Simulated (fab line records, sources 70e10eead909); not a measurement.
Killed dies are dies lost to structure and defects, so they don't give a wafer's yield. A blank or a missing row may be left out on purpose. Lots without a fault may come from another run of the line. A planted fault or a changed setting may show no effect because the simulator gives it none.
fab line records | flow nand_harc
record lots=24 wafers=72 last_day=25
route steps=1159 shown A_STAIRCASE@688 A_SGD_CUT@759
lots that met no fault: from a run of the same line without faults
start_h: hours from the record's first day to the start of the lot's first wafer shown | wait_h: hours since the lot's step before | " the same as in the row above | L1.1+2: a row that stands for several wafers | - no value, or no start given | * or withheld: withheld | < > ~ a bound
route shown NAME@n: a module of which the file shows steps, and the number in the route of the first | usual: mean/standard deviation of fault-free wafers | same: alike in all rows | chamber/n: place in a boat | sites: the reading at each site | _std_site: their standard deviation | _edge_site: outer sites' mean less inner sites' | radius_mm: how far each site lies from the wafer's centre | mask NAME#n: copy n | behind: the tool/chamber that last shaped the wafer | hold: why the lot was held/for how many hours/how that ended | device: the transistor (n, p or np) that didn't switch | end of line: the same wafers' tests at the end of the route | a step without rows: its recipe alone | killed: dies lost to structure and defects at the first sort, not the wafer's yield | map: a wafer's dies, x killed, . not, _ none there
set.NAME: the setting as run; set.NAME@STEP: as run at that earlier step | model.NAME: the simulator's own value behind a step, which no gauge read
steps of the route over a sample of lots; a table a step, a row a wafer
services: from which hour (start_h, from the record's first day; less than 0 if before it) a tool's chamber was out of use, for how many hours, and why
## steps
# step NHARC_A_STAIRCASE_ETCH_313
# recipe cf4_flow_sccm=100 chf3_flow_sccm=30 ar_flow_sccm=0 rf_w=500 bias_w=200 chemistry=CF4/CHF3
# usual drypump_motor_current_A=5.8/0.45 oes_product_au=0.937/0.02 rf_vpp_V=371.1/2.9 showerhead_plenum_p_Torr=1.59/0.084 throttle_valve_pct=16.803/0.0096
# columns lot.wafer tool chamber start_h wait_h drypump_motor_current_A oes_product_au rf_hours_counter_h rf_vpp_V showerhead_plenum_p_Torr throttle_valve_pct
L075.2 rie_diel-01 3 272.94 0.2 5.6 0.938 50 374.6 1.69 16.800
L075.6 " 1 " " 6.1 0.940 - 371.1 1.64 16.804
L075.5 " 2 " " 5.7 0.915 - 366.2 1.49 16.807
L077.4 rie_diel-01 1 277.31 0.1 6.1 0.931 49 372.8 1.64 16.808
L077.2 " 2 " " 5.7 0.926 53 366.0 1.48 16.797
L077.6 " 0 " " 5.7 0.931 - 367.5 1.48 16.789
L076.2 rie_diel-12 1 277.42 0.1 5.8 0.931 22 365.7 1.49 16.811
L076.3 " 2 " " 5.6 0.922 23 369.9 1.56 16.792
L076.5 " 1 " " 5.8 0.918 - 368.7 1.49 16.812
L074.3 rie_diel-01 0 279.03 0.1 5.7 0.926 49 366.6 1.48 16.811
L074.4 " 1 " " 6.1 0.923 49 372.7 1.64 16.786
L074.2 " 3 " " 5.6 0.916 52 374.1 1.69 16.806
L078.3 rie_diel-12 1 281.04 0.1 5.8 0.922 23 368.2 1.49 16.815
L078.4 " 2 " " 5.6 0.912 24 369.6 1.56 16.801
L078.2 " 0 " " 6.1 0.924 26 371.6 1.58 16.810
L079.3 rie_diel-13 1 288.35 0.2 6.2 0.936 1 373.6 1.63 16.797
L079.1 " 2 " " 6.0 0.955 2 374.0 1.70 16.788
L079.5 " 3 " " 6.1 0.948 - 368.1 1.48 16.811
L080.3 rie_diel-01 0 301.25 0.1 5.7 0.932 57 367.3 1.47 16.807
L080.2 " 1 " " 6.1 0.927 58 372.2 1.63 16.823
L080.6 " 1 " " 6.1 0.926 - 373.6 1.64 16.807
L081.3 rie_diel-13 3 301.78 0.1 6.1 0.944 7 367.5 1.48 16.784
L081.1 " 0 " " 4.7 0.948 6 372.5 1.66 16.801
L081.5 " 1 " " 6.2 0.963 - 371.3 1.63 16.825
L082.4 rie_diel-01 3 302.99 0.1 5.6 0.914 60 373.9 1.68 16.811
L082.1 " 2 " " 5.7 0.929 61 367.8 1.48 16.807
L082.5 " 0 " " 5.7 0.928 - 367.0 1.47 16.796
L084.1 rie_diel-12 0 320.41 0.1 6.1 0.925 40 370.7 1.58 16.802
L084.3 " 1 " " 5.8 0.920 35 368.2 1.48 16.813
L084.2 " 3 " " 6.2 0.908 40 372.6 1.64 16.814
L083.1 rie_diel-13 3 324.24 1.6 6.1 0.917 16 367.7 1.48 16.807
L083.6 " 2 " " 6.0 0.931 - 375.3 1.70 16.783
L083.5 " 3 " " 6.1 0.916 - 368.1 1.48 16.812
L085.3 rie_diel-13 1 333.31 0.1 6.2 0.978 19 372.1 1.62 16.791
L085.1 " 3 " " 6.1 0.961 20 365.7 1.48 16.815
L085.6 " 2 " " 6.0 0.980 - 374.9 1.69 16.812
L087.4 rie_diel-12 2 338.28 0.1 5.6 0.917 36 370.8 1.56 16.802
L087.1 " 3 " " 6.2 0.923 47 374.0 1.64 16.805
L087.2 " 1 " " 5.8 0.913 44 368.8 1.48 16.793
L088.3 rie_diel-13 2 343.76 0.1 5.9 0.929 25 373.5 1.69 16.793
L088.2 " 3 " " 6.1 0.914 25 366.9 1.47 16.808
L088.1 " 0 " " 4.8 0.931 22 373.8 1.65 16.799
L086.2 rie_diel-13 2 343.83 0.1 6.0 0.932 26 374.1 1.69 16.807
L086.1 " 3 " " 6.1 0.916 25 367.3 1.47 16.798
L086.6 " 0 " " 4.7 0.928 - 374.6 1.65 16.802
L089.3 rie_diel-13 3 348.04 0.1 6.2 0.967 25 368.0 1.47 16.796
L089.1 " 1 " " 6.2 0.965 24 372.0 1.62 16.804
L089.6 " 0 " " 4.7 0.968 - 373.4 1.65 16.812
L094.3 rie_diel-13 2 372.33 0.1 6.0 0.964 36 374.0 1.69 16.795
L094.1 " 0 " " 4.7 0.954 32 372.6 1.65 16.811
L094.2 " 1 " " 6.2 0.954 34 372.3 1.62 16.810
L090.3 rie_diel-13 1 374.06 0.1 6.2 0.961 34 372.1 1.62 16.803
L090.4 " 1 " " 6.2 0.955 - 371.9 1.62 16.799
L090.6 " 0 " " 4.7 0.963 - 372.6 1.65 16.792
L092.3 rie_diel-12 3 374.68 0.1 6.2 0.926 61 372.5 1.63 16.805
L092.5 " 2 " " 5.6 0.926 - 369.3 1.55 16.796
L092.6 " 3 " " 6.2 0.925 - 374.3 1.63 16.791
L091.3 rie_diel-13 1 381.86 1.5 6.2 0.945 39 374.7 1.62 16.800
L091.5 " 0 " " 4.7 0.961 - 374.0 1.65 16.795
L091.6 " 1 " " 6.2 0.956 - 373.5 1.62 16.782
L095.3 rie_diel-01 3 382.35 0.2 5.5 0.928 24 374.1 1.68 16.803
L095.2 " 0 " " 5.7 0.929 22 368.3 1.47 16.796
L095.6 " 1 " " 6.1 0.912 - 372.6 1.63 16.812
L096.3 rie_diel-13 2 383.90 0.1 6.0 0.933 42 374.8 1.69 16.812
L096.2 " 0 " " 4.7 0.921 39 372.4 1.65 16.800
L096.1 " 1 " " 6.2 0.924 39 373.0 1.62 16.802
L093.2 rie_diel-01 3 384.33 0.1 5.6 0.928 25 373.0 1.68 16.797
L093.3 " 0 " " 5.7 0.933 23 366.7 1.47 16.782
L093.6 " 0 " " 5.7 0.941 - 367.3 1.47 16.799
L097.3 rie_diel-01 0 395.91 0.1 5.7 0.969 27 368.2 1.47 16.808
L097.2 " 2 " " 5.7 0.976 31 366.7 1.47 16.809
L097.6 " 3 " " 5.5 0.979 - 373.1 1.68 16.797
# step NHARC_A_STAIRCASE_STRIP_316
# recipe o2_flow_sccm=500 ar_flow_sccm=0 bias_w=0 chemistry=O2
# usual drypump_motor_current_A=5.8/0.45 oes_product_au=1.001/0.0074 rf_vpp_V=58.0/0.91 showerhead_plenum_p_Torr=3.56/0.19 throttle_valve_pct=17.036/0.0087
# columns lot.wafer tool chamber start_h wait_h drypump_motor_current_A oes_product_au rf_hours_counter_h rf_vpp_V showerhead_plenum_p_Torr throttle_valve_pct
L075.2 rie_diel-01 2 - - 5.7 0.997 51 56.9 3.33 17.031
L075.5 " 2 " " 5.7 0.993 - 57.8 3.33 17.026
L075.6 " 3 " " 5.6 1.003 - 58.9 3.78 17.037
L077.2 rie_diel-01 0 - - 5.7 1.011 49 57.8 3.32 17.041
L077.4 " 1 " " 6.1 1.009 49 57.0 3.67 17.028
L077.6 " 0 " " 5.7 1.020 - 58.8 3.32 17.041
L076.3 rie_diel-12 2 - - 5.6 1.001 23 56.7 3.50 17.048
L076.2 " 3 " " 6.2 0.993 26 58.6 3.68 17.029
L076.5 " 1 " " 5.8 0.994 - 59.1 3.33 17.031
L074.4 rie_diel-01 1 - - 6.1 1.015 50 58.7 3.67 17.031
L074.3 " 2 " " 5.7 0.999 53 57.0 3.33 17.045
L074.2 " 3 " " 5.6 1.005 53 58.6 3.78 17.028
L078.4 rie_diel-12 1 - - 5.8 0.999 24 57.7 3.33 17.020
L078.2 " 2 " " 5.6 1.003 24 59.3 3.50 17.034
L078.3 " 3 " " 6.2 0.995 27 59.1 3.68 17.034
L079.1 rie_diel-13 1 - - 6.2 1.008 2 57.6 3.65 17.031
L079.3 " 3 " " 6.2 0.998 3 57.7 3.32 17.048
L079.5 " 1 " " 6.2 1.004 - 59.4 3.65 17.027
L080.2 rie_diel-01 1 - - 6.1 1.011 58 57.4 3.66 17.042
L080.3 " 2 " " 5.7 0.994 60 56.4 3.33 17.025
L080.6 " 2 " " 5.7 1.001 - 58.7 3.33 17.033
L081.1 rie_diel-13 1 - - 6.2 0.995 5 57.6 3.65 17.040
L081.3 " 0 " " 4.7 0.979 6 59.1 3.71 17.027
L081.5 " 1 " " 6.2 0.997 - 58.3 3.65 17.041
L082.4 rie_diel-01 0 - - 5.7 1.015 59 58.1 3.31 17.039
L082.1 " 1 " " 6.1 1.011 59 58.5 3.66 17.042
L082.5 " 0 " " 5.7 1.001 - 57.1 3.31 17.035
L084.2 rie_diel-12 3 - - 6.2 0.990 42 57.1 3.67 17.036
L084.1 " 0 " " 6.1 0.991 42 58.9 3.53 17.031
L084.3 " 1 " " 5.8 0.999 38 58.4 3.33 17.037
L083.1 rie_diel-13 2 - - 6.0 1.003 18 58.5 3.80 17.046
L083.6 " 0 " " 4.7 1.000 - 58.1 3.71 17.035
L083.5 " 1 " " 6.2 1.003 - 57.2 3.64 17.048
L085.1 rie_diel-13 2 - - 6.0 1.003 22 58.7 3.80 17.037
L085.3 " 3 " " 6.2 1.002 21 57.2 3.31 17.013
L085.6 " 3 " " 6.2 0.988 - 57.6 3.31 17.039
L087.4 rie_diel-12 1 - - 5.8 0.996 44 56.2 3.32 17.029
L087.2 " 2 " " 5.6 0.996 37 56.3 3.49 17.032
L087.1 " 3 " " 6.2 0.985 48 58.5 3.67 17.034
L088.2 rie_diel-13 1 - - 6.2 0.999 24 58.8 3.64 17.037
L088.1 " 2 " " 6.0 1.008 26 57.1 3.79 17.047
L088.3 " 3 " " 6.2 0.989 25 57.5 3.31 17.039
L086.1 rie_diel-13 3 - - 6.1 0.996 25 57.3 3.31 17.047
L086.2 " 0 " " 4.8 1.007 23 58.0 3.70 17.032
L086.6 " 0 " " 4.7 1.002 - 59.4 3.70 17.041
L089.3 rie_diel-13 2 - - 5.9 1.004 27 59.2 3.79 17.012
L089.1 " 1 " " 6.2 0.999 25 58.0 3.64 17.049
L089.6 " 2 " " 6.0 1.014 - 58.7 3.79 17.032
L094.2 rie_diel-13 1 - - 6.2 0.994 34 57.0 3.63 17.030
L094.3 " 2 " " 6.0 1.006 37 57.7 3.79 17.035
L094.1 " 0 " " 4.7 1.001 33 57.5 3.69 17.043
L090.3 rie_diel-13 3 - - 6.2 0.998 35 57.4 3.30 17.037
L090.4 " 1 " " 6.2 1.006 35 59.1 3.63 17.037
L090.6 " 0 " " 4.7 1.004 - 58.0 3.69 17.031
L092.3 rie_diel-12 1 - - 5.8 1.004 56 57.7 3.32 17.037
L092.5 " 3 " " 6.2 0.992 - 59.1 3.66 17.043
L092.6 " 0 " " 6.1 0.994 - 56.3 3.52 17.044
L091.3 rie_diel-13 1 - - 6.2 0.997 39 59.1 3.63 17.042
L091.6 " 1 " " 6.2 0.984 - 58.9 3.63 17.038
L091.5 " 2 " " 6.0 1.005 - 57.2 3.78 17.037
L095.2 rie_diel-01 2 - - 5.7 0.997 25 57.9 3.31 17.053
L095.3 " 1 " " 6.1 1.006 23 59.6 3.65 17.038
L095.6 " 3 " " 5.6 0.998 - 57.7 3.76 17.040
L096.2 rie_diel-13 1 - - 6.2 1.007 40 59.1 3.63 17.043
L096.3 " 2 " " 6.0 1.017 42 58.9 3.78 17.016
L096.1 " 0 " " 4.7 1.004 39 60.0 3.69 17.028
L093.2 rie_diel-01 3 - - 5.6 1.005 27 59.0 3.76 17.051
L093.3 " 1 " " 6.1 0.993 24 56.5 3.65 17.021
L093.6 " 3 " " 5.6 1.007 - 57.5 3.76 17.029
L097.2 rie_diel-01 2 - - 5.7 1.001 31 58.5 3.31 17.029
L097.3 " 0 " " 5.7 1.015 28 59.1 3.29 17.019
L097.6 " 3 " " 5.6 1.005 - 57.6 3.75 17.037
# step NHARC_A_STAIRCASE_CMP_450
# recipe target_thk_nm=200 material=SiO2
# usual edge_zone_pressure_frac=1.001/0.0049 motor_current_A=12.8/1.4
# columns lot.wafer tool chamber start_h wait_h edge_zone_pressure_frac motor_current_A
L075.2 cmp-02 2 317.98 - 0.997 13.2
L075.6 " 3 " " 0.999 13.2
L075.5 " 0 " " 1.004 13.1
L077.2 cmp-04 2 323.96 - 1.002 13.5
L077.4 " 0 " " 1.002 9.7
L077.6 " 2 " " 0.999 14.5
L074.2 cmp-03 0 324.59 - 0.997 12.1
L074.4 " 1 " " 1.003 11.8
L074.3 " 2 " " 1.002 9.6
L076.2 cmp-02 0 325.77 - 1.002 13.6
L076.3 " 1 " " 0.991 13.1
L076.5 " 0 " " 1.000 13.4
L078.2 cmp-04 3 327.95 - 0.998 13.8
L078.3 " 1 " " 0.995 11.5
L078.4 " 2 " " 0.996 14.0
L079.1 cmp-02 3 335.71 - 1.005 13.1
L079.3 " 1 " " 0.996 12.4
L079.5 " 3 " " 0.999 12.5
L082.4 cmp-04 3 345.29 - 0.996 15.0
L082.1 " 1 " " 0.996 12.0
L082.5 " 0 " " 1.001 10.6
L080.3 cmp-02 0 345.43 - 0.997 12.9
L080.2 " 1 " " 0.990 12.2
L080.6 " 1 " " 0.996 12.1
L081.1 cmp-04 2 346.02 - 1.002 14.9
L081.3 " 0 " " 1.010 10.7
L081.5 " 1 " " 1.001 11.5
L083.1 cmp-02 2 366.68 - 1.005 12.9
L083.5 " 3 " " 1.006 13.1
L083.6 " 0 " " 0.999 12.7
L084.2 cmp-04 1 366.92 - 1.006 12.0
L084.1 " 2 " " 1.006 14.9
L084.3 " 0 " " 0.999 10.9
L087.2 cmp-02 0 381.69 - 1.007 12.3
L087.1 " 2 " " 0.997 12.8
L087.4 " 3 " " 1.009 13.2
L085.1 cmp-04 1 381.75 - 1.004 12.1
L085.3 " 3 " " 1.002 14.9
L085.6 " 0 " " 1.002 10.8
L086.2 cmp-03 2 382.02 - 0.991 9.8
L086.1 " 0 " " 1.002 12.9
L086.6 " 2 " " 0.997 10.4
L088.1 cmp-04 1 383.48 - 1.006 11.6
L088.3 " 2 " " 1.002 14.1
L088.2 " 3 " " 1.000 15.5
L089.3 cmp-03 1 391.57 - 0.995 12.0
L089.1 " 2 " " 1.011 9.9
L089.6 " 3 " " 1.000 15.0
L094.3 cmp-04 3 416.28 - 1.002 15.0
L094.2 " 0 " " 1.005 10.3
L094.1 " 1 " " 0.994 12.4
L090.4 cmp-02 1 416.56 - 1.005 12.1
L090.3 " 0 " " 1.002 13.0
L090.6 " 1 " " 0.999 12.7
L096.1 cmp-02 0 423.12 - 1.000 12.4
L096.2 " 1 " " 1.000 12.3
L096.3 " 3 " " 1.002 13.3
L095.3 cmp-04 3 423.41 - 1.004 15.2
L095.2 " 0 " " 1.003 10.8
L095.6 " 3 " " 1.003 14.4
L091.3 cmp-04 3 423.62 - 1.006 15.3
L091.5 " 2 " " 0.995 14.0
L091.6 " 3 " " 0.998 15.1
L092.3 cmp-02 3 425.52 - 0.998 13.2
L092.5 " 0 " " 0.988 12.7
L092.6 " 1 " " 0.994 12.7
L093.2 cmp-02 1 429.03 - 1.009 11.3
L093.3 " 2 " " 1.003 12.4
L093.6 " 0 " " 1.002 12.8
L097.2 cmp-03 2 442.06 - 0.989 9.9
L097.3 " 3 " " 0.994 14.8
L097.6 " 3 " " 0.990 14.3
# step NHARC_A_STAIRCASE_ETCHBACK_422
# recipe target_depth_a=400 over_etch_frac=0.3 time_s=74.286 ion_energy_ev=120 ch3f_flow_sccm=50 o2_flow_sccm=30 ar_flow_sccm=200 rf_w=500 bias_w=100 chemistry=CH3F/O2
# usual drypump_motor_current_A=5.8/0.46 oes_product_au=0.96/0.036 rf_vpp_V=244.3/2.1 showerhead_plenum_p_Torr=2.46/0.13 throttle_valve_pct=20.663/0.0093
# columns lot.wafer tool chamber start_h wait_h drypump_motor_current_A oes_product_au rf_hours_counter_h rf_vpp_V showerhead_plenum_p_Torr throttle_valve_pct
L075.2 rie_diel-13 1 318.60 0.3 6.2 1.00 10 243.9 2.55 20.675
L075.5 " 0 " " 4.7 1.00 - 246.4 2.59 20.660
L075.6 " 1 " " 6.2 1.01 - 244.5 2.54 20.659
L077.4 rie_diel-12 0 324.51 0.1 6.1 0.93 42 245.3 2.46 20.670
L077.2 " 2 " " 5.6 0.93 31 244.3 2.43 20.662
L077.6 " 3 " " 6.2 0.92 - 245.4 2.56 20.644
L074.2 rie_diel-01 3 325.12 0.1 5.6 0.99 1 247.2 2.63 20.660
L074.3 " 0 " " 5.7 1.00 1 242.2 2.30 20.673
L074.4 " 1 " " 6.1 1.00 0 244.0 2.56 20.658
L076.2 rie_diel-12 0 326.31 0.1 6.1 0.93 43 244.7 2.46 20.668
L076.3 " 2 " " 5.5 0.93 33 245.4 2.43 20.660
L076.5 " 0 " " 6.1 0.94 - 244.6 2.46 20.649
L078.3 rie_diel-13 3 328.49 0.1 6.2 0.91 19 241.4 2.30 20.660
L078.2 " 1 " " 6.2 0.92 17 247.3 2.54 20.662
L078.4 " 2 " " 6.0 0.92 19 245.9 2.65 20.667
L079.1 rie_diel-12 1 336.27 0.1 5.8 0.93 44 241.9 2.31 20.665
L079.3 " 2 " " 5.6 0.91 36 242.6 2.43 20.679
L079.5 " 3 " " 6.2 0.91 - 246.8 2.56 20.668
L082.4 rie_diel-01 0 345.83 0.1 5.7 1.00 7 242.3 2.30 20.667
L082.1 " 2 " " 5.7 1.00 9 242.4 2.31 20.659
L082.5 " 0 " " 5.7 1.02 - 243.1 2.30 20.657
L080.3 rie_diel-13 2 345.97 0.1 6.0 0.93 26 248.1 2.65 20.655
L080.2 " 0 " " 4.7 0.93 23 246.1 2.58 20.658
L080.6 " 2 " " 6.0 0.93 - 245.9 2.65 20.660
L081.3 rie_diel-12 0 346.54 0.1 6.1 0.98 52 244.5 2.46 20.670
L081.1 " 2 " " 5.6 0.99 39 245.3 2.43 20.644
L081.5 " 1 " " 5.8 1.00 - 242.6 2.31 20.662
L084.3 rie_diel-13 3 367.45 0.1 6.2 0.93 33 242.3 2.30 20.650
L084.2 " 0 " " 4.7 0.93 31 245.2 2.58 20.661
L084.1 " 2 " " 6.0 0.92 35 247.2 2.65 20.653
L083.1 rie_diel-01 2 367.99 0.2 5.7 1.00 19 242.7 2.31 20.663
L083.5 " 3 " " 5.5 1.00 - 246.6 2.63 20.677
L083.6 " 0 " " 5.7 1.00 - 241.6 2.29 20.664
L087.4 rie_diel-01 3 382.22 0.1 5.5 0.93 24 246.1 2.62 20.670
L087.1 " 0 " " 5.7 0.93 22 241.4 2.29 20.676
L087.2 " 1 " " 6.1 0.92 22 247.2 2.55 20.660
L085.1 rie_diel-13 2 382.28 0.1 6.0 0.94 41 247.2 2.64 20.656
L085.3 " 0 " " 4.7 0.93 38 246.2 2.58 20.661
L085.6 " 1 " " 6.2 0.92 - 245.6 2.53 20.655
L086.2 rie_diel-13 3 382.56 0.1 6.2 0.92 40 242.6 2.30 20.655
L086.1 " 1 " " 6.2 0.92 39 244.4 2.53 20.653
L086.6 " 3 " " 6.1 0.91 - 243.0 2.29 20.654
L088.2 rie_diel-13 3 384.02 0.1 6.1 0.92 40 241.0 2.29 20.680
L088.1 " 0 " " 4.7 0.94 39 246.4 2.58 20.657
L088.3 " 1 " " 6.2 0.93 39 246.3 2.53 20.662
L089.3 rie_diel-13 0 392.52 0.2 4.7 0.93 43 246.4 2.57 20.662
L089.1 " 1 " " 6.2 0.93 43 244.8 2.53 20.676
L089.6 " 0 " " 4.7 0.93 - 247.2 2.57 20.687
L094.2 rie_diel-13 0 416.82 0.1 4.7 0.92 51 245.0 2.57 20.656
L094.1 " 2 " " 6.0 0.93 54 246.6 2.64 20.675
L094.3 " 3 " " 6.1 0.93 52 241.7 2.29 20.644
L090.3 rie_diel-13 3 417.12 0.2 6.1 1.01 52 242.1 2.29 20.673
L090.6 " 3 " " 6.1 0.98 - 243.0 2.29 20.673
L090.4 " 0 " " 4.7 1.02 - 244.5 2.57 20.652
L096.3 rie_diel-12 1 423.66 0.1 5.8 1.00 6 242.6 2.30 20.656
L096.1 " 2 " " 5.6 1.00 11 243.1 2.42 20.662
L096.2 " 3 " " 6.2 1.00 12 247.4 2.55 20.666
L095.3 rie_diel-12 3 423.93 0.1 6.2 1.00 12 246.6 2.55 20.643
L095.2 " 0 " " 6.1 0.99 12 243.4 2.45 20.664
L095.6 " 3 " " 6.2 1.00 - 244.7 2.55 20.659
L091.3 rie_diel-12 1 424.14 0.1 5.8 0.99 6 243.0 2.30 20.666
L091.5 " 1 " " 5.8 0.98 - 241.6 2.30 20.663
L091.6 " 2 " " 5.6 0.99 - 242.1 2.42 20.653
L092.3 rie_diel-01 3 426.25 0.3 5.6 0.93 44 246.8 2.62 20.667
L092.5 " 3 " " 5.6 0.92 - 247.2 2.62 20.670
L092.6 " 0 " " 5.7 0.92 - 241.4 2.28 20.667
L093.2 rie_diel-12 0 429.54 0.1 6.1 0.92 14 245.7 2.45 20.653
L093.3 " 1 " " 5.8 0.91 8 240.9 2.30 20.671
L093.6 " 0 " " 6.1 0.92 - 243.7 2.45 20.667
L097.2 rie_diel-01 1 442.61 0.1 6.1 0.99 47 244.2 2.54 20.664
L097.3 " 2 " " 5.7 0.99 50 242.9 2.29 20.663
L097.6 " 1 " " 6.1 0.98 - 245.1 2.54 20.683
# step NHARC_A_SGD_CUT_OVL_MEAS_10
# usual overlay_x_nm=0.1/1 overlay_y_nm=0.1/1.1
# columns lot.wafer tool chamber start_h wait_h overlay_x_nm overlay_y_nm
L075.2 overlay-01 - 320.92 - 0.1 -1.5
L075.5 " - " " 0.1 -1.6
L075.6 " - " " 0.4 -1.5
L077.2 overlay-01 - 326.76 - -0.8 -0.9
L077.4 " - " " -0.8 -0.6
L077.6 " - " " -1.0 -1.1
L074.2 overlay-01 - 327.35 - -0.9 0.5
L074.3 " - " " -0.9 -0.1
L074.4 " - " " -1.0 -0.4
L076.2 overlay-01 - 328.64 - 0.1 -0.9
L076.3 " - " " -0.2 -1.0
L076.5 " - " " -0.8 -0.8
L078.2 overlay-02 - 330.51 - 2.0 0.2
L078.3 " - " " 1.2 0.3
L078.4 " - " " 2.1 0.5
L079.1 overlay-01 - 338.27 - -0.6 1.2
L079.3 " - " " -1.0 0.6
L079.5 " - " " -1.2 0.6
L082.1 overlay-01 - 348.06 - 1.5 1.2
L082.4 " - " " 1.4 1.8
L082.5 " - " " 2.0 1.3
L080.2 overlay-01 - 348.09 - 0.8 0.1
L080.3 " - " " 0.2 0.5
L080.6 " - " " 0.9 0.8
L081.1 overlay-02 - 348.76 - 0.4 -0.6
L081.3 " - " " 0.3 -0.2
L081.5 " - " " 0.2 0.0
L084.1 overlay-01 - 369.58 - 0.2 0.1
L084.2 " - " " -0.5 0.5
L084.3 " - " " 0.3 0.3
L083.1 overlay-02 - 369.95 - 1.2 0.6
L083.5 " - " " 1.6 0.4
L083.6 " - " " 1.7 0.5
L087.1 overlay-02 - 384.59 - -1.5 -0.6
L087.2 " - " " -2.1 -0.8
L087.4 " - " " -1.8 -0.9
L085.1 overlay-01 - 384.76 - 0.6 1.6
L085.3 " - " " -0.1 1.6
L085.6 " - " " -0.1 1.5
L086.1 overlay-01 - 384.93 - 0.5 -1.6
L086.2 " - " " 0.2 -1.4
L086.6 " - " " 0.7 -1.9
L088.1 overlay-01 - 386.16 - -0.8 0.4
L088.2 " - " " -1.5 0.9
L088.3 " - " " -1.7 0.1
L089.1 overlay-02 - 394.69 - -0.1 -1.2
L089.3 " - " " -0.2 -2.1
L089.6 " - " " -0.6 -1.5
L094.1 overlay-01 - 419.05 - 0.6 1.1
L094.2 " - " " -0.3 0.6
L094.3 " - " " 0.1 0.5
L090.3 overlay-01 - 419.30 - -0.9 -0.9
L090.4 " - " " -0.6 -0.1
L090.6 " - " " -0.8 -0.4
L096.1 overlay-01 - 425.83 - 0.6 1.1
L096.2 " - " " -0.1 1.5
L096.3 " - " " 0.2 1.2
L095.2 overlay-01 - 426.15 - 0.8 0.2
L095.3 " - " " 0.8 0.3
L095.6 " - " " 1.1 0.3
L091.3 overlay-02 - 426.45 - -1.6 0.7
L091.5 " - " " -1.5 0.5
L091.6 " - " " -1.4 0.6
L092.3 overlay-01 - 428.67 - 0.7 1.7
L092.5 " - " " 0.9 2.2
L092.6 " - " " 0.4 2.0
L093.2 overlay-01 - 431.61 - 1.3 0.8
L093.3 " - " " 1.0 0.4
L093.6 " - " " 1.4 0.3
L097.2 overlay-02 - 444.59 - 2.1 -3.1
L097.3 " - " " 1.4 -2.8
L097.6 " - " " 1.2 -2.6
# step NHARC_A_SGD_CUT_ETCH_16
# recipe target_depth_a=3105 time_s=155.2 c4f8_flow_sccm=withheld o2_flow_sccm=8 ar_flow_sccm=withheld rf_w=600 bias_w=800 chemistry=C4F8/O2/Ar
# usual oes_product_au=0.975/0.017 rf_vpp_V=723/3.3
# columns lot.wafer tool chamber start_h wait_h oes_product_au rf_hours_counter_h rf_vpp_V
L075.2 rie_diel-09 3 - - 0.972 6 726
L075.5 " 0 " " 0.969 - 716
L075.6 " 1 " " 0.971 - 724
L077.4 rie_diel-04 3 - - 1.000 3 723
L077.2 " 0 " " 0.978 2 725
L077.6 " 2 " " 0.984 - 721
L074.3 rie_diel-08 2 - - 0.987 0 722
L074.2 " 3 " " 0.974 1 721
L074.4 " 0 " " 0.971 1 721
L076.3 rie_diel-08 2 - - 0.988 1 720
L076.2 " 3 " " 0.981 1 720
L076.5 " 0 " " 0.970 - 720
L078.4 rie_diel-08 0 - - 0.978 2 723
L078.2 " 1 " " 0.983 2 730
L078.3 " 3 " " 0.975 2 720
L079.1 rie_diel-09 3 - - 0.932 7 726
L079.3 " 0 " " 0.937 7 717
L079.5 " 0 " " 0.943 - 717
L082.1 rie_diel-04 0 - - 0.958 5 724
L082.4 " 2 " " 0.967 5 720
L082.5 " 3 " " 0.970 - 721
L080.3 rie_diel-09 2 - - 0.985 8 724
L080.2 " 3 " " 0.973 9 724
L080.6 " 2 " " 0.990 - 723
L081.1 rie_diel-08 0 - - 0.994 3 722
L081.3 " 2 " " 0.981 3 722
L081.5 " 3 " " 0.997 - 721
L084.2 rie_diel-04 2 - - 0.980 6 720
L084.1 " 3 " " 0.997 6 722
L084.3 " 1 " " 0.974 6 722
L083.1 rie_diel-08 1 - - 0.977 5 729
L083.5 " 0 " " 0.974 - 721
L083.6 " 1 " " 0.979 - 730
L087.1 rie_diel-04 0 - - 0.975 7 724
L087.2 " 1 " " 0.981 7 722
L087.4 " 2 " " 0.995 8 722
L085.3 rie_diel-08 3 - - 0.949 6 721
L085.1 " 1 " " 0.939 7 730
L085.6 " 1 " " 0.948 - 730
L086.1 rie_diel-09 0 - - 0.932 12 718
L086.2 " 3 " " 0.940 13 724
L086.6 " 1 " " 0.944 - 723
L088.1 rie_diel-08 3 - - 0.974 7 722
L088.2 " 0 " " 0.970 7 720
L088.3 " 1 " " 0.980 7 728
L089.3 rie_diel-09 0 - - 0.972 14 716
L089.1 " 2 " " 0.974 13 724
L089.6 " 0 " " 0.970 - 717
L094.3 rie_diel-09 2 - - 0.979 15 724
L094.2 " 0 " " 0.959 16 717
L094.1 " 1 " " 0.989 16 724
L090.3 rie_diel-08 3 - - 0.969 8 721
L090.4 " 1 " " 0.981 9 729
L090.6 " 3 " " 0.980 - 719
L096.2 rie_diel-08 3 - - 0.987 9 721
L096.3 " 0 " " 0.992 9 721
L096.1 " 1 " " 0.982 9 729
L095.2 rie_diel-04 3 - - 1.003 12 723
L095.3 " 2 " " 0.982 12 721
L095.6 " 0 " " 0.996 - 724
L091.3 rie_diel-09 3 - - 0.968 16 727
L091.5 " 0 " " 0.967 - 717
L091.6 " 1 " " 0.981 - 724
L092.3 rie_diel-08 0 - - 0.990 9 720
L092.6 " 2 " " 0.989 - 723
L092.5 " 3 " " 0.994 - 721
L093.3 rie_diel-08 2 - - 0.988 8 721
L093.2 " 1 " " 0.981 10 729
L093.6 " 2 " " 0.996 - 721
L097.3 rie_diel-08 2 - - 0.992 9 721
L097.2 " 1 " " 0.970 12 730
L097.6 " 3 " " 0.983 - 723
## services
# columns tool chamber start_h hours kind
rie_diel-09 - 254.11 9.0 pm
rie_diel-13 - 276.21 9.0 pm
cmp-04 - 286.78 3.0 repair
rie_diel-08 3 295.37 12.4 repair
cmp-02 - 299.15 3.8 repair
rie_diel-08 - 301.80 9.0 pm
cmp-04 - 302.92 4.0 pm
rie_diel-12 2 310.57 12.3 repair
rie_diel-01 - 316.05 0.7 repair
rie_diel-08 2 317.14 4.9 repair
cmp-02 - 318.32 0.3 repair
cmp-04 - 318.43 0.5 repair
cmp-02 - 331.02 4.0 pm
cmp-04 - 358.03 0.8 repair
cmp-02 - 358.75 1.1 repair
rie_diel-13 3 371.96 3.1 repair
rie_diel-12 - 380.36 9.0 pm
rie_diel-08 2 381.32 13.8 repair
cmp-02 - 393.90 2.7 repair
cmp-04 - 400.92 4.0 pm
rie_diel-12 1 404.57 12.5 repair
rie_diel-08 - 413.72 0.9 repair
rie_diel-09 - 431.11 9.0 pm
rie_diel-13 - 433.34 0.6 repair
## key
fault none
